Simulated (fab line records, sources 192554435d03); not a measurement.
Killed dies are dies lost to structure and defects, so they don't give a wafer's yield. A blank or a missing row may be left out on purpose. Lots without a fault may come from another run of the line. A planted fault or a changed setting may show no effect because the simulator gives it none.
Problem report in the 8D (eight disciplines) form, filled by code | flow n5_finfet | the parts of the form that need people (team, actions taken, sign-off) are left out

1. THE PROBLEM
cd_nm at N5_BEOL_M14_CD_MEAS_28 reads a mean of 298.5 nm on 6 wafers of 2 lots; wafers without a fault read 284.2 nm with a standard deviation of 2.4. That is +6.0 standard deviations from the usual mean.
The step: target cd 284.4 nm.
First seen on wafer L525.2, day 15 14:29, on cd_sem-03. The record holds 29 wafers of 10 lots with a number at this step. Rule for "out", or "out of limits": more than 4 standard deviations from the usual mean. The other wafers with a number count as sound.

2. WHAT IT IS AND WHAT IT IS NOT
question                    | is                     | is not
which readings at this step | cd_nm                  | -
which lots                  | L522, L525             | L514, L515, L518, L520, L530, L531, L532, L536
which wafers of those lots  | all that have a number | -
read on which gauges        | cd_sem-02, cd_sem-03   | cd_sem-01
when                        | from day 15 14:29      | up to then (11 sound wafers); but 12 sound wafers of L530, L531, L532, L536 came after

3. SUSPECTS, AND WHAT RULES EACH OUT
Counting: a tool at a process step up to the reading stays a suspect if it ran every lot that is out and no sound lot after the first of them.
- the gauge at N5_BEOL_M14_CD_MEAS_28: ruled out. The wafers that are out were read on 2 gauges (cd_sem-02, cd_sem-03).
- litho_track-04 at N5_BEOL_M14_PEB_26 (peb time 90 s): ruled out as a lasting fault. Sound lots L536 ran on it after its first lot that is out, L525 (day 15 14:22).
Left after counting: nothing in the record.

4. THE CAUSE (what the simulator had put in)
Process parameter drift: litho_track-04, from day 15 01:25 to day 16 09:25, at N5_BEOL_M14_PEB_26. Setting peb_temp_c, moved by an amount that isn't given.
Counting ruled it out, wrongly: the rule takes a fault to strike every lot that its tool runs from its start on, and this one did not.

5. THE CHAIN OF EFFECTS, in route order
Each row: a reading whose mean over the struck wafers that have a number lies more than 3 standard deviations from the usual. Only readings for which the record gives a usual standard deviation are gone through. hours: the time from each lot's start at the first step in this table that gives one to its start at this step, as a median over the lots. sigmas: the change in usual standard deviations.
hours | step                   | reading              | usual    | on struck wafers | change | sigmas
0     | N5_BEOL_M14_PEB_26     | heater_power_total_W | 172.5 W  | 178.9            | +6.4   | +8.9
0     | N5_BEOL_M14_PEB_26     | plate_temp_C         | 130.00 C | 133.68           | +3.68  | +26
0     | N5_BEOL_M14_CD_MEAS_28 | cd_nm                | 284.2 nm | 298.5            | +14.3  | +6.0
The process steps in it:
- N5_BEOL_M14_PEB_26: peb time 90 s.
Later measuring or inspecting steps at which every struck wafer that the step has a row for has a number for every such reading, and none has moved that far: N5_BEOL_M14_INSPECT_30.

6. WHAT WOULD HAVE CAUGHT IT SOONER
In this record the first reading out of limits at a measuring or inspecting step was taken at day 15 14:29, 13 hours after the fault began at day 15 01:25.
The tool's own readings at N5_BEOL_M14_PEB_26 were out on every struck wafer that the step has a row for (heater_power_total_W, plate_temp_C): an alarm limit on them would have fired on the first of those.
